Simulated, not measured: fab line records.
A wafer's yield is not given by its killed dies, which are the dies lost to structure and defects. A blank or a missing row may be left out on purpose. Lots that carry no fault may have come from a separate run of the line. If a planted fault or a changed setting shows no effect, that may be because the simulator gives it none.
fab line records -- flow n5_finfet
[record] lots = 24, wafers = 72, last_day = 17
route steps=1938 shown BEOL_M2@866
lots with no fault: from the same line, run without faults
start_h: hours from the record's first day to the start of the lot's first wafer shown -- wait_h: hours from the lot's prior step to this one -- " same as the row above -- L1.1+2: several wafers, shown together as one row -- - no value present, or no start provided -- * or withheld: withheld -- < > ~ a bound
route shown NAME@n: names a module that has steps shown in the file, with the first one's number in the route -- usual: average and standard deviation across the fault-free wafers -- same: alike in all rows -- chamber/n: place in a boat -- sites: per-site readings -- _std_site: standard deviation across them -- _edge_site: inner sites' mean taken away from outer sites' mean -- radius_mm: how far each site lies from the wafer's centre -- mask NAME#n: copy n -- behind: the tool/chamber that last shaped the wafer -- hold: reason for holding the lot/hours on hold/outcome of the hold -- device: names the non-switching transistor (n, p or np) -- end of line: the same wafers' tests at the end of the route -- where a step has no rows: the recipe by itself -- killed: dies that structure and defects cost at the first sort, which is not the same as the wafer's yield -- map: dies across one wafer; x = killed, . = not, _ = none there
set.NAME: setting as actually run; set.NAME@STEP: the setting as run at that earlier step -- model.NAME: the simulator's own value behind a step, which no gauge read
route steps across a sampled set of lots; one table per step, one row per wafer
services: a tool's chamber out of use, with start hour (start_h, from the record's first day; less than 0 if before it), hours out, and reason
[[steps]]
[step N5_BEOL_M2_CD_MEAS_18]
[recipe] pitch_nm = 36, target_cd_nm = 18
[usual] cd_nm = 18.1/0.34
lot.wafer,tool,chamber,start_h,wait_h,cd_nm
L074.1,cd_sem-03,-,138.27,0.0,18.0
L074.2,cd_sem-03,-,138.27,0.0,18.3
L074.3,cd_sem-03,-,138.27,0.0,18.4
L075.2,cd_sem-01,-,142.35,0.1,18.3
L075.5,cd_sem-01,-,142.35,0.1,17.9
L075.6,cd_sem-01,-,142.35,0.1,17.6
L076.3,cd_sem-02,-,145.18,0.1,17.6
L076.4,cd_sem-02,-,145.18,0.1,18.3
L076.5,cd_sem-02,-,145.18,0.1,18.1
L077.3,cd_sem-02,-,152.78,0.1,18.5
L077.5,cd_sem-02,-,152.78,0.1,17.9
L077.6,cd_sem-02,-,152.78,0.1,17.7
L078.2,cd_sem-01,-,166.23,0.1,18.4
L078.3,cd_sem-01,-,166.23,0.1,18.1
L078.4,cd_sem-01,-,166.23,0.1,18.2
L079.1,cd_sem-01,-,167.67,0.0,18.1
L079.3,cd_sem-01,-,167.67,0.0,17.8
L079.4,cd_sem-01,-,167.67,0.0,18.5
L080.2,cd_sem-03,-,174.29,0.1,17.1
L080.4,cd_sem-03,-,174.29,0.1,17.5
L080.6,cd_sem-03,-,174.29,0.1,17.5
L081.2,cd_sem-03,-,178.32,0.1,17.8
L081.5,cd_sem-03,-,178.32,0.1,18.1
L081.6,cd_sem-03,-,178.32,0.1,17.9
L082.1,cd_sem-02,-,184.17,0.0,18.2
L082.4,cd_sem-02,-,184.17,0.0,18.4
L082.5,cd_sem-02,-,184.17,0.0,18.3
L083.1,cd_sem-01,-,195.50,0.0,18.3
L083.4,cd_sem-01,-,195.50,0.0,18.2
L083.6,cd_sem-01,-,195.50,0.0,18.2
L084.1,cd_sem-01,-,196.84,0.0,17.8
L084.3,cd_sem-01,-,196.84,0.0,17.7
L084.4,cd_sem-01,-,196.84,0.0,18.0
L085.3,cd_sem-02,-,201.12,0.1,18.1
L085.5,cd_sem-02,-,201.12,0.1,17.9
L085.6,cd_sem-02,-,201.12,0.1,17.7
L086.1,cd_sem-01,-,209.09,0.0,18.2
L086.2,cd_sem-01,-,209.09,0.0,18.3
L086.4,cd_sem-01,-,209.09,0.0,17.8
L087.1,cd_sem-03,-,213.01,0.0,18.5
L087.3,cd_sem-03,-,213.01,0.0,17.7
L087.6,cd_sem-03,-,213.01,0.0,18.5
L088.1,cd_sem-03,-,231.24,0.0,18.0
L088.2,cd_sem-03,-,231.24,0.0,18.3
L088.4,cd_sem-03,-,231.24,0.0,18.2
L090.3,cd_sem-03,-,235.12,0.1,18.8
L090.4,cd_sem-03,-,235.12,0.1,18.3
L090.6,cd_sem-03,-,235.12,0.1,18.1
L089.1,cd_sem-01,-,235.87,0.0,18.3
L089.2,cd_sem-01,-,235.87,0.0,17.8
L089.4,cd_sem-01,-,235.87,0.0,17.9
L091.2,cd_sem-03,-,240.38,0.1,17.7
L091.3,cd_sem-03,-,240.38,0.1,17.3
L091.5,cd_sem-03,-,240.38,0.1,17.7
L092.2,cd_sem-03,-,242.33,0.1,18.3
L092.3,cd_sem-03,-,242.33,0.1,17.4
L092.4,cd_sem-03,-,242.33,0.1,18.2
L093.4,cd_sem-02,-,251.87,0.1,18.1
L093.5,cd_sem-02,-,251.87,0.1,17.8
L093.6,cd_sem-02,-,251.87,0.1,18.0
L094.1,cd_sem-02,-,258.64,0.0,18.1
L094.3,cd_sem-02,-,258.64,0.0,18.4
L094.5,cd_sem-02,-,258.64,0.0,18.6
L095.3,cd_sem-03,-,262.12,0.1,18.1
L095.4,cd_sem-03,-,262.12,0.1,18.4
L095.5,cd_sem-03,-,262.12,0.1,18.1
L096.3,cd_sem-03,-,271.46,0.1,17.7
L096.5,cd_sem-03,-,271.46,0.1,17.5
L096.6,cd_sem-03,-,271.46,0.1,17.6
L097.1,cd_sem-02,-,274.65,0.0,17.5
L097.3,cd_sem-02,-,274.65,0.0,18.1
L097.5,cd_sem-02,-,274.65,0.0,18.4
[step N5_BEOL_M2_ALD_98]
[recipe] material = SiO2, target_thk_a = 25, temp_c = 100, ald_precursor_family = BDEAS, ald_co_reactant = O2-plasma, pulse_time_s = 1, co_reactant_pulse_time_s = 1, purge_time_s = 2, co_reactant_purge_time_s = 2, ald_cycles = 17, pressure_torr = 2
[usual] heater_power_w = 76/6.6, precursor_pulse_height_rel = 1.001/0.021
lot.wafer,tool,chamber,start_h,wait_h,heater_power_w,precursor_pulse_height_rel
L074.1,ald_sin-04,0,139.36,0.1,77,0.996
L074.2,ald_sin-04,3,139.36,0.1,77,0.994
L074.3,ald_sin-04,2,139.36,0.1,94,1.036
L075.2,ald_sin-03,2,143.49,0.1,79,1.036
L075.5,ald_sin-03,0,143.49,0.1,73,0.980
L075.6,ald_sin-03,2,143.49,0.1,79,0.970
L076.3,ald_sin-04,1,145.75,0.1,77,0.981
L076.4,ald_sin-04,0,145.75,0.1,76,0.973
L076.5,ald_sin-04,0,145.75,0.1,77,1.018
L077.3,ald_sin-03,1,153.36,0.1,64,1.023
L077.5,ald_sin-03,0,153.36,0.1,70,0.988
L077.6,ald_sin-03,1,153.36,0.1,64,1.018
L078.2,ald_sin-03,1,166.93,0.1,66,0.977
L078.3,ald_sin-03,0,166.93,0.1,71,1.015
L078.4,ald_sin-03,2,166.93,0.1,79,0.996
L079.1,ald_sin-01,3,168.30,0.1,84,0.987
L079.3,ald_sin-01,1,168.30,0.1,71,0.981
L079.4,ald_sin-01,2,168.30,0.1,77,0.971
L080.2,ald_sin-01,3,175.53,0.1,85,1.001
L080.4,ald_sin-01,1,175.53,0.1,68,0.983
L080.6,ald_sin-01,3,175.53,0.1,85,1.001
L081.2,ald_sin-03,2,179.14,0.2,77,1.004
L081.5,ald_sin-03,3,179.14,0.2,73,0.986
L081.6,ald_sin-03,2,179.14,0.2,81,0.999
L082.1,ald_sin-01,3,185.03,0.2,89,1.012
L082.4,ald_sin-01,0,185.03,0.2,77,1.004
L082.5,ald_sin-01,1,185.03,0.2,69,1.000
L083.1,ald_sin-01,0,196.36,0.3,76,1.011
L083.4,ald_sin-01,1,196.36,0.3,68,1.017
L083.6,ald_sin-01,0,196.36,0.3,75,1.028
L084.1,ald_sin-03,1,197.54,0.1,65,0.983
L084.3,ald_sin-03,3,197.54,0.1,73,0.982
L084.4,ald_sin-03,2,197.54,0.1,80,0.995
L085.3,ald_sin-04,1,201.76,0.1,75,0.981
L085.5,ald_sin-04,0,201.76,0.1,77,1.011
L085.6,ald_sin-04,1,201.76,0.1,76,1.004
L086.1,ald_sin-03,1,209.67,0.1,63,0.998
L086.2,ald_sin-03,0,209.67,0.1,71,1.027
L086.4,ald_sin-03,2,209.67,0.1,81,1.070
L087.1,ald_sin-03,2,213.61,0.1,80,0.989
L087.3,ald_sin-03,3,213.61,0.1,72,1.002
L087.6,ald_sin-03,2,213.61,0.1,80,1.012
L088.1,ald_sin-04,3,233.71,0.1,77,1.016
L088.2,ald_sin-04,0,233.71,0.1,77,0.963
L088.4,ald_sin-04,1,233.71,0.1,76,1.016
L090.3,ald_sin-01,2,237.56,0.2,79,0.986
L090.4,ald_sin-01,1,237.56,0.2,70,1.010
L090.6,ald_sin-01,0,237.56,0.2,75,0.975
L089.1,ald_sin-04,2,238.86,0.1,87,1.017
L089.2,ald_sin-04,3,238.86,0.1,78,1.056
L089.4,ald_sin-04,0,238.86,0.1,76,0.994
L091.2,ald_sin-01,1,241.62,0.1,69,0.993
L091.3,ald_sin-01,2,241.62,0.1,78,1.010
L091.5,ald_sin-01,2,241.62,0.1,78,0.994
L092.2,ald_sin-01,2,243.04,0.1,78,0.998
L092.3,ald_sin-01,0,243.04,0.1,75,1.014
L092.4,ald_sin-01,1,243.04,0.1,70,0.997
L093.4,ald_sin-03,3,252.44,0.1,72,1.010
L093.5,ald_sin-03,1,252.44,0.1,63,1.036
L093.6,ald_sin-03,2,252.44,0.1,81,1.044
L094.1,ald_sin-03,0,259.48,0.1,72,1.024
L094.3,ald_sin-03,3,259.48,0.1,74,1.007
L094.5,ald_sin-03,1,259.48,0.1,66,0.985
L095.3,ald_sin-04,2,263.17,0.5,90,0.986
L095.4,ald_sin-04,1,263.17,0.5,76,0.988
L095.5,ald_sin-04,0,263.17,0.5,77,0.988
L096.3,ald_sin-01,3,272.08,0.1,84,0.998
L096.5,ald_sin-01,0,272.08,0.1,77,0.954
L096.6,ald_sin-01,3,272.08,0.1,89,1.014
L097.1,ald_sin-04,0,275.30,0.1,77,0.993
L097.3,ald_sin-04,1,275.30,0.1,74,0.996
L097.5,ald_sin-04,3,275.30,0.1,77,1.007
[step N5_BEOL_M2_CD_MEAS_35]
[recipe] target_cd_nm = 18, target_cd_y_nm = 22.2, polarity = opening
[usual] cd_nm = 18.0/0.32
lot.wafer,tool,chamber,start_h,wait_h,cd_nm
L074.1,cd_sem-03,-,140.84,0.0,18.1
L074.2,cd_sem-03,-,140.84,0.0,18.2
L074.3,cd_sem-03,-,140.84,0.0,18.2
L075.2,cd_sem-03,-,144.16,0.0,18.0
L075.5,cd_sem-03,-,144.16,0.0,18.2
L075.6,cd_sem-03,-,144.16,0.0,17.5
L076.3,cd_sem-02,-,147.15,0.0,18.2
L076.4,cd_sem-02,-,147.15,0.0,17.8
L076.5,cd_sem-02,-,147.15,0.0,17.7
L077.3,cd_sem-02,-,154.69,0.0,18.6
L077.5,cd_sem-02,-,154.69,0.0,18.0
L077.6,cd_sem-02,-,154.69,0.0,17.7
L078.2,cd_sem-03,-,169.41,0.0,18.1
L078.3,cd_sem-03,-,169.41,0.0,17.6
L078.4,cd_sem-03,-,169.41,0.0,17.9
L079.1,cd_sem-03,-,170.34,0.0,18.3
L079.3,cd_sem-03,-,170.34,0.0,18.2
L079.4,cd_sem-03,-,170.34,0.0,18.4
L080.2,cd_sem-02,-,176.95,0.0,17.5
L080.4,cd_sem-02,-,176.95,0.0,17.4
L080.6,cd_sem-02,-,176.95,0.0,17.7
L081.2,cd_sem-03,-,179.93,0.0,18.3
L081.5,cd_sem-03,-,179.93,0.0,18.0
L081.6,cd_sem-03,-,179.93,0.0,18.3
L082.1,cd_sem-02,-,189.20,0.0,18.3
L082.4,cd_sem-02,-,189.20,0.0,18.6
L082.5,cd_sem-02,-,189.20,0.0,18.6
L083.1,cd_sem-03,-,197.10,0.0,18.1
L083.4,cd_sem-03,-,197.10,0.0,18.1
L083.6,cd_sem-03,-,197.10,0.0,18.3
L084.1,cd_sem-03,-,198.21,0.0,17.9
L084.3,cd_sem-03,-,198.21,0.0,18.2
L084.4,cd_sem-03,-,198.21,0.0,18.3
L085.3,cd_sem-02,-,202.46,0.0,18.8
L085.5,cd_sem-02,-,202.46,0.0,17.9
L085.6,cd_sem-02,-,202.46,0.0,18.1
L086.1,cd_sem-02,-,212.47,0.0,17.9
L086.2,cd_sem-02,-,212.47,0.0,18.2
L086.4,cd_sem-02,-,212.47,0.0,17.7
L087.1,cd_sem-03,-,232.82,0.0,18.2
L087.3,cd_sem-03,-,232.82,0.0,18.1
L087.6,cd_sem-03,-,232.82,0.0,18.4
L088.1,cd_sem-02,-,236.73,0.0,18.0
L088.2,cd_sem-02,-,236.73,0.0,18.0
L088.4,cd_sem-02,-,236.73,0.0,18.2
L090.3,cd_sem-01,-,240.76,0.0,17.9
L090.4,cd_sem-01,-,240.76,0.0,17.8
L090.6,cd_sem-01,-,240.76,0.0,18.1
L092.2,cd_sem-02,-,247.93,0.0,17.9
L092.3,cd_sem-02,-,247.93,0.0,17.5
L092.4,cd_sem-02,-,247.93,0.0,18.5
L089.1,cd_sem-01,-,248.29,0.0,18.3
L089.2,cd_sem-01,-,248.29,0.0,18.4
L089.4,cd_sem-01,-,248.29,0.0,18.3
L091.2,cd_sem-03,-,249.00,0.0,17.3
L091.3,cd_sem-03,-,249.00,0.0,17.6
L091.5,cd_sem-03,-,249.00,0.0,17.7
L093.4,cd_sem-01,-,255.83,0.0,17.9
L093.5,cd_sem-01,-,255.83,0.0,17.3
L093.6,cd_sem-01,-,255.83,0.0,17.7
L094.1,cd_sem-01,-,263.23,0.0,18.1
L094.3,cd_sem-01,-,263.23,0.0,18.3
L094.5,cd_sem-01,-,263.23,0.0,18.4
L095.3,cd_sem-03,-,270.01,0.0,18.3
L095.4,cd_sem-03,-,270.01,0.0,18.1
L095.5,cd_sem-03,-,270.01,0.0,18.1
L096.3,cd_sem-01,-,278.91,0.0,17.9
L096.5,cd_sem-01,-,278.91,0.0,17.9
L096.6,cd_sem-01,-,278.91,0.0,17.4
L097.1,cd_sem-03,-,286.19,0.0,17.4
L097.3,cd_sem-03,-,286.19,0.0,17.6
L097.5,cd_sem-03,-,286.19,0.0,18.5
[step N5_BEOL_M2_DEGAS_44]
[recipe] ambient = vacuum, temp_c = 250, time_s = 60
[usual] heater_power_w = 328/32
lot.wafer,tool,chamber,start_h,wait_h,heater_power_w
L074.1,pvd_sputter-01,-,140.96,0.1,339
L074.2,pvd_sputter-01,-,140.96,0.1,333
L074.3,pvd_sputter-01,-,140.96,0.1,322
L075.2,pvd_sputter-02,-,144.31,0.1,294
L075.5,pvd_sputter-02,-,144.31,0.1,292
L075.6,pvd_sputter-02,-,144.31,0.1,324
L076.3,pvd_sputter-03,-,147.32,0.2,317
L076.4,pvd_sputter-03,-,147.32,0.2,314
L076.5,pvd_sputter-03,-,147.32,0.2,305
L077.3,pvd_sputter-01,-,154.73,0.0,337
L077.5,pvd_sputter-01,-,154.73,0.0,334
L077.6,pvd_sputter-01,-,154.73,0.0,308
L078.2,pvd_sputter-02,-,170.01,0.6,358
L078.3,pvd_sputter-02,-,170.01,0.6,326
L078.4,pvd_sputter-02,-,170.01,0.6,287
L079.1,pvd_sputter-03,-,170.55,0.2,418
L079.3,pvd_sputter-03,-,170.55,0.2,312
L079.4,pvd_sputter-03,-,170.55,0.2,312
L080.2,pvd_sputter-01,-,177.16,0.2,300
L080.4,pvd_sputter-01,-,177.16,0.2,331
L080.6,pvd_sputter-01,-,177.16,0.2,324
L081.2,pvd_sputter-03,-,180.10,0.2,311
L081.5,pvd_sputter-03,-,180.10,0.2,305
L081.6,pvd_sputter-03,-,180.10,0.2,312
L082.1,pvd_sputter-01,-,189.31,0.1,309
L082.4,pvd_sputter-01,-,189.31,0.1,343
L082.5,pvd_sputter-01,-,189.31,0.1,340
L083.1,pvd_sputter-02,-,197.26,0.2,333
L083.4,pvd_sputter-02,-,197.26,0.2,295
L083.6,pvd_sputter-02,-,197.26,0.2,323
L084.1,pvd_sputter-02,-,199.88,1.7,297
L084.3,pvd_sputter-02,-,199.88,1.7,320
L084.4,pvd_sputter-02,-,199.88,1.7,371
L085.3,pvd_sputter-03,-,202.50,0.0,307
L085.5,pvd_sputter-03,-,202.50,0.0,319
L085.6,pvd_sputter-03,-,202.50,0.0,428
L086.1,pvd_sputter-02,-,213.02,0.5,295
L086.2,pvd_sputter-02,-,213.02,0.5,320
L086.4,pvd_sputter-02,-,213.02,0.5,298
L087.1,pvd_sputter-01,-,232.97,0.2,331
L087.3,pvd_sputter-01,-,232.97,0.2,304
L087.6,pvd_sputter-01,-,232.97,0.2,332
L088.1,pvd_sputter-01,-,236.77,0.0,327
L088.2,pvd_sputter-01,-,236.77,0.0,304
L088.4,pvd_sputter-01,-,236.77,0.0,337
L090.3,pvd_sputter-03,-,241.35,0.6,317
L090.4,pvd_sputter-03,-,241.35,0.6,322
L090.6,pvd_sputter-03,-,241.35,0.6,314
L092.2,pvd_sputter-02,-,248.17,0.2,300
L092.3,pvd_sputter-02,-,248.17,0.2,320
L092.4,pvd_sputter-02,-,248.17,0.2,365
L089.1,pvd_sputter-01,-,248.60,0.3,335
L089.2,pvd_sputter-01,-,248.60,0.3,339
L089.4,pvd_sputter-01,-,248.60,0.3,330
L091.2,pvd_sputter-02,-,249.25,0.2,293
L091.3,pvd_sputter-02,-,249.25,0.2,363
L091.5,pvd_sputter-02,-,249.25,0.2,289
L093.4,pvd_sputter-03,-,256.40,0.6,424
L093.5,pvd_sputter-03,-,256.40,0.6,311
L093.6,pvd_sputter-03,-,256.40,0.6,316
L094.1,pvd_sputter-01,-,263.97,0.7,336
L094.3,pvd_sputter-01,-,263.97,0.7,306
L094.5,pvd_sputter-01,-,263.97,0.7,342
L095.3,pvd_sputter-03,-,270.78,0.8,315
L095.4,pvd_sputter-03,-,270.78,0.8,306
L095.5,pvd_sputter-03,-,270.78,0.8,310
L096.3,pvd_sputter-02,-,279.76,0.8,360
L096.5,pvd_sputter-02,-,279.76,0.8,294
L096.6,pvd_sputter-02,-,279.76,0.8,324
L097.1,pvd_sputter-01,-,286.34,0.1,342
L097.3,pvd_sputter-01,-,286.34,0.1,327
L097.5,pvd_sputter-01,-,286.34,0.1,306
[step N5_BEOL_M2_SPUTTER_79]
[recipe] material = Cu, target_thk_a = 45, temp_c = -20, chamber_pressure_pa = 0.07, power_w = withheld, time_s = 8.29
[usual] chuck_sensor_temp_C = -16.2/0.47, throttle_valve_pct = 29.6/1.1
lot.wafer,tool,chamber,start_h,wait_h,chuck_sensor_temp_C,throttle_valve_pct
L074.1,pvd_sputter-02,-,141.96,0.1,-15.3,29.3
L074.2,pvd_sputter-02,-,141.96,0.1,-16.4,29.3
L074.3,pvd_sputter-02,-,141.96,0.1,-16.7,30.2
L075.2,pvd_sputter-01,-,145.63,0.1,-15.8,28.6
L075.5,pvd_sputter-01,-,145.63,0.1,-16.2,28.9
L075.6,pvd_sputter-01,-,145.63,0.1,-16.5,31.0
L076.3,pvd_sputter-02,-,149.39,0.1,-15.4,29.3
L076.4,pvd_sputter-02,-,149.39,0.1,-16.6,30.6
L076.5,pvd_sputter-02,-,149.39,0.1,-16.7,29.2
L077.3,pvd_sputter-01,-,155.59,0.1,-15.9,28.7
L077.5,pvd_sputter-01,-,155.59,0.1,-16.1,28.9
L077.6,pvd_sputter-01,-,155.59,0.1,-16.0,28.8
L078.2,pvd_sputter-03,-,170.85,0.1,-15.8,28.2
L078.3,pvd_sputter-03,-,170.85,0.1,-15.9,31.8
L078.4,pvd_sputter-03,-,170.85,0.1,-15.3,31.5
L079.1,pvd_sputter-01,-,171.77,0.1,-16.7,30.9
L079.3,pvd_sputter-01,-,171.77,0.1,-15.9,28.8
L079.4,pvd_sputter-01,-,171.77,0.1,-16.1,29.1
L080.2,pvd_sputter-01,-,179.62,0.1,-16.2,28.9
L080.4,pvd_sputter-01,-,179.62,0.1,-15.9,28.7
L080.6,pvd_sputter-01,-,179.62,0.1,-16.0,29.0
L081.2,pvd_sputter-01,-,181.54,0.1,-16.2,29.2
L081.5,pvd_sputter-01,-,181.54,0.1,-16.1,29.2
L081.6,pvd_sputter-01,-,181.54,0.1,-16.0,28.8
L082.1,pvd_sputter-03,-,190.44,0.1,-15.4,31.4
L082.4,pvd_sputter-03,-,190.44,0.1,-16.9,29.6
L082.5,pvd_sputter-03,-,190.44,0.1,-17.0,29.5
L083.1,pvd_sputter-03,-,198.52,0.1,-15.5,31.0
L083.4,pvd_sputter-03,-,198.52,0.1,-15.9,28.1
L083.6,pvd_sputter-03,-,198.52,0.1,-16.1,31.6
L084.1,pvd_sputter-03,-,200.70,0.1,-15.5,31.3
L084.3,pvd_sputter-03,-,200.70,0.1,-16.9,29.3
L084.4,pvd_sputter-03,-,200.70,0.1,-16.0,28.3
L085.3,pvd_sputter-01,-,203.28,0.1,-16.2,29.2
L085.5,pvd_sputter-01,-,203.28,0.1,-16.0,28.8
L085.6,pvd_sputter-01,-,203.28,0.1,-16.8,30.8
L086.1,pvd_sputter-02,-,215.76,0.1,-16.7,30.1
L086.2,pvd_sputter-02,-,215.76,0.1,-16.8,30.2
L086.4,pvd_sputter-02,-,215.76,0.1,-15.2,29.2
L087.1,pvd_sputter-01,-,233.75,0.1,-16.0,28.9
L087.3,pvd_sputter-01,-,233.75,0.1,-16.0,28.5
L087.6,pvd_sputter-01,-,233.75,0.1,-15.8,28.4
L088.1,pvd_sputter-02,-,237.67,0.1,-16.8,30.3
L088.2,pvd_sputter-02,-,237.67,0.1,-15.5,29.5
L088.4,pvd_sputter-02,-,237.67,0.1,-16.5,29.2
L090.3,pvd_sputter-03,-,242.31,0.1,-16.9,29.5
L090.4,pvd_sputter-03,-,242.31,0.1,-15.9,31.7
L090.6,pvd_sputter-03,-,242.31,0.1,-16.0,28.3
L092.2,pvd_sputter-03,-,248.96,0.1,-16.9,29.2
L092.3,pvd_sputter-03,-,248.96,0.1,-15.9,28.0
L092.4,pvd_sputter-03,-,248.96,0.1,-15.4,31.6
L089.1,pvd_sputter-02,-,249.55,0.1,-16.3,29.1
L089.2,pvd_sputter-02,-,249.55,0.1,-15.5,29.5
L089.4,pvd_sputter-02,-,249.55,0.1,-16.8,30.5
L091.2,pvd_sputter-01,-,251.12,0.1,-16.7,30.8
L091.3,pvd_sputter-01,-,251.12,0.1,-16.1,28.9
L091.5,pvd_sputter-01,-,251.12,0.1,-16.2,29.0
L093.4,pvd_sputter-01,-,257.43,0.1,-16.5,30.8
L093.5,pvd_sputter-01,-,257.43,0.1,-16.0,28.7
L093.6,pvd_sputter-01,-,257.43,0.1,-16.2,29.1
L094.1,pvd_sputter-01,-,264.85,0.1,-15.9,28.6
L094.3,pvd_sputter-01,-,264.85,0.1,-16.1,29.1
L094.5,pvd_sputter-01,-,264.85,0.1,-16.6,31.1
L095.3,pvd_sputter-01,-,271.95,0.1,-16.8,31.0
L095.4,pvd_sputter-01,-,271.95,0.1,-15.8,28.5
L095.5,pvd_sputter-01,-,271.95,0.1,-16.1,29.3
L096.3,pvd_sputter-01,-,280.84,0.1,-15.9,28.5
L096.5,pvd_sputter-01,-,280.84,0.1,-16.0,28.9
L096.6,pvd_sputter-01,-,280.84,0.1,-16.5,30.8
L097.1,pvd_sputter-03,-,287.31,0.1,-15.9,28.2
L097.3,pvd_sputter-03,-,287.31,0.1,-17.1,29.3
L097.5,pvd_sputter-03,-,287.31,0.1,-16.9,29.6
[step N5_BEOL_M2_ANNEAL_89]
[recipe] temp_c = 400, time_s = 240, ambient = vacuum
[usual] heater_power_w = 824/82
lot.wafer,tool,chamber,start_h,wait_h,heater_power_w
L074.1,pvd_sputter-02,-,142.70,0.0,898
L074.2,pvd_sputter-02,-,142.70,0.0,725
L074.3,pvd_sputter-02,-,142.70,0.0,732
L075.2,pvd_sputter-01,-,146.37,0.0,848
L075.5,pvd_sputter-01,-,146.37,0.0,856
L075.6,pvd_sputter-01,-,146.37,0.0,827
L077.3,pvd_sputter-01,-,156.33,0.0,854
L077.5,pvd_sputter-01,-,156.33,0.0,771
L077.6,pvd_sputter-01,-,156.33,0.0,848
L076.3,pvd_sputter-02,-,156.76,0.0,912
L076.4,pvd_sputter-02,-,156.76,0.0,807
L076.5,pvd_sputter-02,-,156.76,0.0,735
L078.2,pvd_sputter-03,-,171.59,0.0,764
L078.3,pvd_sputter-03,-,171.59,0.0,776
L078.4,pvd_sputter-03,-,171.59,0.0,795
L079.1,pvd_sputter-01,-,172.51,0.0,814
L079.3,pvd_sputter-01,-,172.51,0.0,853
L079.4,pvd_sputter-01,-,172.51,0.0,777
L080.2,pvd_sputter-01,-,180.36,0.0,760
L080.4,pvd_sputter-01,-,180.36,0.0,796
L080.6,pvd_sputter-01,-,180.36,0.0,773
L081.2,pvd_sputter-01,-,182.28,0.0,764
L081.5,pvd_sputter-01,-,182.28,0.0,765
L081.6,pvd_sputter-01,-,182.28,0.0,859
L082.1,pvd_sputter-03,-,191.18,0.0,808
L082.4,pvd_sputter-03,-,191.18,0.0,1039
L082.5,pvd_sputter-03,-,191.18,0.0,1035
L083.1,pvd_sputter-03,-,199.26,0.0,778
L083.4,pvd_sputter-03,-,199.26,0.0,767
L083.6,pvd_sputter-03,-,199.26,0.0,765
L084.1,pvd_sputter-03,-,201.44,0.0,790
L084.3,pvd_sputter-03,-,201.44,0.0,1012
L084.4,pvd_sputter-03,-,201.44,0.0,770
L085.3,pvd_sputter-01,-,204.02,0.0,753
L085.5,pvd_sputter-01,-,204.02,0.0,828
L085.6,pvd_sputter-01,-,204.02,0.0,837
L086.1,pvd_sputter-02,-,216.50,0.0,747
L086.2,pvd_sputter-02,-,216.50,0.0,812
L086.4,pvd_sputter-02,-,216.50,0.0,893
L087.1,pvd_sputter-01,-,234.49,0.0,770
L087.3,pvd_sputter-01,-,234.49,0.0,803
L087.6,pvd_sputter-01,-,234.49,0.0,813
L088.1,pvd_sputter-02,-,238.41,0.0,737
L088.2,pvd_sputter-02,-,238.41,0.0,928
L088.4,pvd_sputter-02,-,238.41,0.0,723
L090.3,pvd_sputter-03,-,243.05,0.0,1048
L090.4,pvd_sputter-03,-,243.05,0.0,767
L090.6,pvd_sputter-03,-,243.05,0.0,756
L092.2,pvd_sputter-03,-,249.70,0.0,1052
L092.3,pvd_sputter-03,-,249.70,0.0,758
L092.4,pvd_sputter-03,-,249.70,0.0,773
L089.1,pvd_sputter-02,-,250.29,0.0,738
L089.2,pvd_sputter-02,-,250.29,0.0,930
L089.4,pvd_sputter-02,-,250.29,0.0,744
L091.2,pvd_sputter-01,-,251.86,0.0,838
L091.3,pvd_sputter-01,-,251.86,0.0,763
L091.5,pvd_sputter-01,-,251.86,0.0,757
L093.4,pvd_sputter-01,-,258.17,0.0,835
L093.5,pvd_sputter-01,-,258.17,0.0,853
L093.6,pvd_sputter-01,-,258.17,0.0,756
L094.1,pvd_sputter-01,-,265.59,0.0,874
L094.3,pvd_sputter-01,-,265.59,0.0,765
L094.5,pvd_sputter-01,-,265.59,0.0,835
L095.3,pvd_sputter-01,-,272.69,0.0,843
L095.4,pvd_sputter-01,-,272.69,0.0,812
L095.5,pvd_sputter-01,-,272.69,0.0,762
L096.3,pvd_sputter-01,-,281.58,0.0,843
L096.5,pvd_sputter-01,-,281.58,0.0,858
L096.6,pvd_sputter-01,-,281.58,0.0,835
L097.1,pvd_sputter-03,-,288.05,0.0,745
L097.3,pvd_sputter-03,-,288.05,0.0,1084
L097.5,pvd_sputter-03,-,288.05,0.0,1006
[[services]]
tool,chamber,start_h,hours,kind
ald_sin-03,-,120.46,0.7,repair
ald_sin-04,-,176.97,14.0,pm
ald_sin-04,0,176.97,14.0,vent_cycle
ald_sin-04,1,176.97,14.0,vent_cycle
ald_sin-04,2,176.97,14.0,vent_cycle
ald_sin-04,3,176.97,14.0,vent_cycle
ald_sin-01,2,178.59,52.7,repair
ald_sin-04,0,190.97,-,clean
ald_sin-04,1,190.97,-,clean
ald_sin-04,2,190.97,-,clean
ald_sin-04,3,190.97,-,clean
pvd_sputter-02,-,200.34,4.0,repair
ald_sin-04,3,218.88,6.2,repair
ald_sin-03,3,226.02,3.8,repair
ald_sin-03,-,273.70,2.8,pm
[[key]]
fault none
